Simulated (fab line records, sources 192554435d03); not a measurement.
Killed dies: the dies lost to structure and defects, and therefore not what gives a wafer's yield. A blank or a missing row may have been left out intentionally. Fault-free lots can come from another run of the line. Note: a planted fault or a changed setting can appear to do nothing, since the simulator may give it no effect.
Split-lot trial / flow n5Finfet / 21 wafers read across 7 lots, on a route 1938 steps long

SPLIT DETAILS
At N5_BEOL_M10_ETCH_62 (etches SOC in N2/H2, target depth 110 nm, overetch 22 nm, time 165 s), the setting timeS was moved away from the recipe's 165 s on 6 of the 21 wafers read, by -16.6% to +21.5%. The other wafers ran this setting at the recipe's value.

The reading comes from the split's own step.

THE READING
SiARC_of_BEOL_M10_COAT_60.thkNm (the simulator's own value, which no gauge read), in nm, at N5_BEOL_M10_ETCH_62 (etches SOC in N2/H2, target depth 110 nm, overetch 22 nm, time 165 s). There is no usual value for it anywhere in the file. Average 23.5 nm, standard deviation 0.098 nm, over the 15 wafers here run with the recipe.

wafer=L074.2; tool, chamber at the split=rieDiel-04, 2,1; timeS as run, s=165; against the recipe=recipe; SiARC_of_BEOL_M10_COAT_60.thkNm, nm=23.6; against lot-mates on the recipe=-
wafer=L074.3; tool, chamber at the split=rieDiel-04, 2,1; timeS as run, s=165; against the recipe=recipe; SiARC_of_BEOL_M10_COAT_60.thkNm, nm=23.6; against lot-mates on the recipe=-
wafer=L074.5; tool, chamber at the split=rieDiel-04, 3; timeS as run, s=141.7; against the recipe=-14.1%; SiARC_of_BEOL_M10_COAT_60.thkNm, nm=24.4; against lot-mates on the recipe=+0.8
wafer=L078.3; tool, chamber at the split=rieDiel-04, 0; timeS as run, s=165; against the recipe=recipe; SiARC_of_BEOL_M10_COAT_60.thkNm, nm=23.4; against lot-mates on the recipe=-
wafer=L078.5; tool, chamber at the split=rieDiel-04, 0; timeS as run, s=165; against the recipe=recipe; SiARC_of_BEOL_M10_COAT_60.thkNm, nm=23.4; against lot-mates on the recipe=-
wafer=L078.6; tool, chamber at the split=rieDiel-04, 3; timeS as run, s=165; against the recipe=recipe; SiARC_of_BEOL_M10_COAT_60.thkNm, nm=23.6; against lot-mates on the recipe=-
wafer=L082.3; tool, chamber at the split=rieDiel-04, 3; timeS as run, s=165; against the recipe=recipe; SiARC_of_BEOL_M10_COAT_60.thkNm, nm=23.6; against lot-mates on the recipe=-
wafer=L082.5; tool, chamber at the split=rieDiel-04, 0,1; timeS as run, s=165; against the recipe=recipe; SiARC_of_BEOL_M10_COAT_60.thkNm, nm=23.4; against lot-mates on the recipe=-
wafer=L082.6; tool, chamber at the split=rieDiel-04, 0,1; timeS as run, s=165; against the recipe=recipe; SiARC_of_BEOL_M10_COAT_60.thkNm, nm=23.4; against lot-mates on the recipe=-
wafer=L085.1; tool, chamber at the split=rieDiel-01, 0; timeS as run, s=165; against the recipe=recipe; SiARC_of_BEOL_M10_COAT_60.thkNm, nm=23.4; against lot-mates on the recipe=-
wafer=L085.2; tool, chamber at the split=rieDiel-01, 1; timeS as run, s=200.5; against the recipe=+21.5%; SiARC_of_BEOL_M10_COAT_60.thkNm, nm=21.8; against lot-mates on the recipe=-1.6
wafer=L085.6; tool, chamber at the split=rieDiel-01, 3; timeS as run, s=200.5; against the recipe=+21.5%; SiARC_of_BEOL_M10_COAT_60.thkNm, nm=22; against lot-mates on the recipe=-1.4
wafer=L090.2; tool, chamber at the split=rieDiel-03, 2; timeS as run, s=165; against the recipe=recipe; SiARC_of_BEOL_M10_COAT_60.thkNm, nm=23.6; against lot-mates on the recipe=-
wafer=L090.5; tool, chamber at the split=rieDiel-03, 2; timeS as run, s=165; against the recipe=recipe; SiARC_of_BEOL_M10_COAT_60.thkNm, nm=23.6; against lot-mates on the recipe=-
wafer=L090.4; tool, chamber at the split=rieDiel-03, 3; timeS as run, s=137.6; against the recipe=-16.6%; SiARC_of_BEOL_M10_COAT_60.thkNm, nm=24.6; against lot-mates on the recipe=+1.0
wafer=L091.2; tool, chamber at the split=rieDiel-03, 3; timeS as run, s=139.5; against the recipe=-15.5%; SiARC_of_BEOL_M10_COAT_60.thkNm, nm=24.6; against lot-mates on the recipe=+1.0
wafer=L091.3; tool, chamber at the split=rieDiel-03, 2; timeS as run, s=139.5; against the recipe=-15.5%; SiARC_of_BEOL_M10_COAT_60.thkNm, nm=24.4; against lot-mates on the recipe=+0.8
wafer=L091.5; tool, chamber at the split=rieDiel-03, 2; timeS as run, s=165; against the recipe=recipe; SiARC_of_BEOL_M10_COAT_60.thkNm, nm=23.6; against lot-mates on the recipe=-
wafer=L094.3; tool, chamber at the split=rieDiel-03, 2; timeS as run, s=165; against the recipe=recipe; SiARC_of_BEOL_M10_COAT_60.thkNm, nm=23.6; against lot-mates on the recipe=-
wafer=L094.4; tool, chamber at the split=rieDiel-03, 2; timeS as run, s=165; against the recipe=recipe; SiARC_of_BEOL_M10_COAT_60.thkNm, nm=23.6; against lot-mates on the recipe=-
wafer=L094.5; tool, chamber at the split=rieDiel-03, 1; timeS as run, s=165; against the recipe=recipe; SiARC_of_BEOL_M10_COAT_60.thkNm, nm=23.4; against lot-mates on the recipe=-
When a row names more than one chamber, that row covers several wafers, and the file does not tell which wafer ran in which chamber.

THE FIT
A straight line over all 21 wafers: SiARC_of_BEOL_M10_COAT_60.thkNm changes by -0.0697 nm for each +1% of timeS; r = -0.99; the points scatter about the line by 0.11 nm.
The same after taking each lot's own level away (the mean of its wafers on the recipe; 21 wafers): -0.0643 nm for each +1%; r = -0.99; scatter 0.093 nm.
On that fit, the largest move of timeS shifts the reading by 1.4 nm.
The lots' own levels span 23.40 to 23.60 nm, that is 2.0 times the standard deviation above.
Hence the lot-to-lot level has little effect on the slope; both slopes agree.
Check: for one of the wafers moved furthest among these (+21.5%), held out of the fit, the line's prediction against its lot-mates is -1.32 nm. Against them it came out at -1.6 nm.

ADDITIONAL SPLITS CARRIED BY THESE WAFERS
These wafers also went through other splits before the reading. Each is held against what the fit with the lots' levels taken away leaves over:
other split on the same wafers=N5_BEOL_M7_COAT_05 spinRpm; wafers away from the commonest value=5; r with SiARC_of_BEOL_M10_COAT_60.thkNm (lot level and that fit taken away)=+0.30
other split on the same wafers=N5_BEOL_M8_ETCH_61 biasW; wafers away from the commonest value=5; r with SiARC_of_BEOL_M10_COAT_60.thkNm (lot level and that fit taken away)=-0.30
other split on the same wafers=N5_BEOL_M8_ETCH_65 sourceW; wafers away from the commonest value=8; r with SiARC_of_BEOL_M10_COAT_60.thkNm (lot level and that fit taken away)=+0.26
other split on the same wafers=N5_BEOL_M9_EXPOSE_25 doseMj; wafers away from the commonest value=4; r with SiARC_of_BEOL_M10_COAT_60.thkNm (lot level and that fit taken away)=+0.33

THE FILE'S OWN FIT
SiARC_of_BEOL_M10_COAT_60.thkNm changes by -0.0629 nm for each +1% of timeS, r = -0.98.
